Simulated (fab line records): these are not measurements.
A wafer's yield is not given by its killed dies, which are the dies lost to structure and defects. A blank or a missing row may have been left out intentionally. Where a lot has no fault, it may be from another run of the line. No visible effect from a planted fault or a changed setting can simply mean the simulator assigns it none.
Struck lot and sound lot, side by side || flow nand harc || 14 out of 1302 route steps
Sound: the wafers L350.2, L350.3, L350.6. Wafers struck: L363.2, L363.3, L363.6. At the end, the cause is stated.
For every step that has rows: the tool of each side, followed by ch and its chambers, followed by its first start. Under that, the readings that differ: sound wafers || struck wafers || difference of the means || sigmas: that difference in standard deviations of wafers without a fault.
alike: words and numbers the same on both sides, and readings whose means are apart by under 2 such deviations; not compared: readings that were withheld, readings missing a value for some wafer, numbers with overlapping values and no deviation given by the record, and bounds like >300 which may hide the same value.
Wherever a step has rows on one side only, a row that says differs or no value, or a row with sigmas, the two part there. When numbers do not overlap yet have no deviation, they are printed without sigmas and do not part them. A reading missing from all wafers of one side parts the sides only when that side holds two or more wafers.

first, 10 steps without rows for these wafers: NHARC_A_STAIRCASE_SRD_174; NHARC_A_STAIRCASE_DEHYDRATE_01 (time 120 s); NHARC_A_STAIRCASE_HMDS_02 (time 30 s); NHARC_A_STAIRCASE_COAT_03; NHARC_A_STAIRCASE_SOFTBAKE_04 (time 170 s); NHARC_A_STAIRCASE_EBR_05; NHARC_A_STAIRCASE_EXPOSE_06 (exposes mask STAIR); NHARC_A_STAIRCASE_PEB_07 (peb time 130 s); NHARC_A_STAIRCASE_DEVELOP_08 (time 140 s); NHARC_A_STAIRCASE_HARDBAKE_10 (time 140 s).
NHARC_A_STAIRCASE_DESCUM_11: chemistry O2, time 3 s.
  sound on rie diel-04 ch 1,2, day 18 12:26; struck on rie diel-03 ch 0,1,3, day 24 00:16
{"reading": "oes product au (a.u.)", "sound": "1.009 1.010 1.007", "struck": "0.984 1.008 0.987", "difference": -0.016, "sigmas": -2}
  alike: drypump motor current A, mfc ar sccm, rf vpp V, showerhead plenum p Torr, throttle valve pct
  not compared: rf hours counter h
NHARC_A_STAIRCASE_TRIM_12: chemistry O2, time 211.2 s.
  sound on rie diel-04 ch 0,1, day 18 12:37; struck on rie diel-03 ch 1,2,3, day 24 00:21
  no value came back on the struck wafers for any of 8 readings (bias w (W), chamber pressure mTorr (mTorr) and others); on the sound wafers bias w (W) reads 0 0 0
  not compared: rf hours counter h
NHARC_A_STAIRCASE_ETCH_13: etches the open film in C4F8/O2, target depth 100 nm, time 40.5 s.
  sound on rie diel-04 ch 0,2; struck on rie diel-03 ch 0,1,3, day 24 00:29
{"reading": "rf vpp V (V)", "sound": "894 890 891", "struck": "899 903 906", "difference": "+11", "sigmas": "+2"}
  alike: oes product au, rf fwd power W
  not compared: rf hours counter h
-- record jumps: 9 days between struck wafers' starts before vs after; left off in module A_STAIRCASE, resumes in module END, first step shown is number 1302 of the route --
NHARC_END_SORT_01:
  sound on prober-01 ch 0, day 31 02:03; struck on prober-01 ch 0, day 33 08:41
{"reading": "killed at array", "sound": "83 68 85", "struck": "674 674 675", "difference": "+596", "sigmas": "+33"}
{"reading": "killed dies", "sound": "94 71 93", "struck": "677 677 677", "difference": "+591", "sigmas": "+33"}
  alike: killed at other, killed at periphery, killed open, killed short

== WHERE THEY PART ==
Last at NHARC_END_SORT_01 as far as this record goes, first at NHARC_A_STAIRCASE_DESCUM_11.

WHY: what the simulator had put in
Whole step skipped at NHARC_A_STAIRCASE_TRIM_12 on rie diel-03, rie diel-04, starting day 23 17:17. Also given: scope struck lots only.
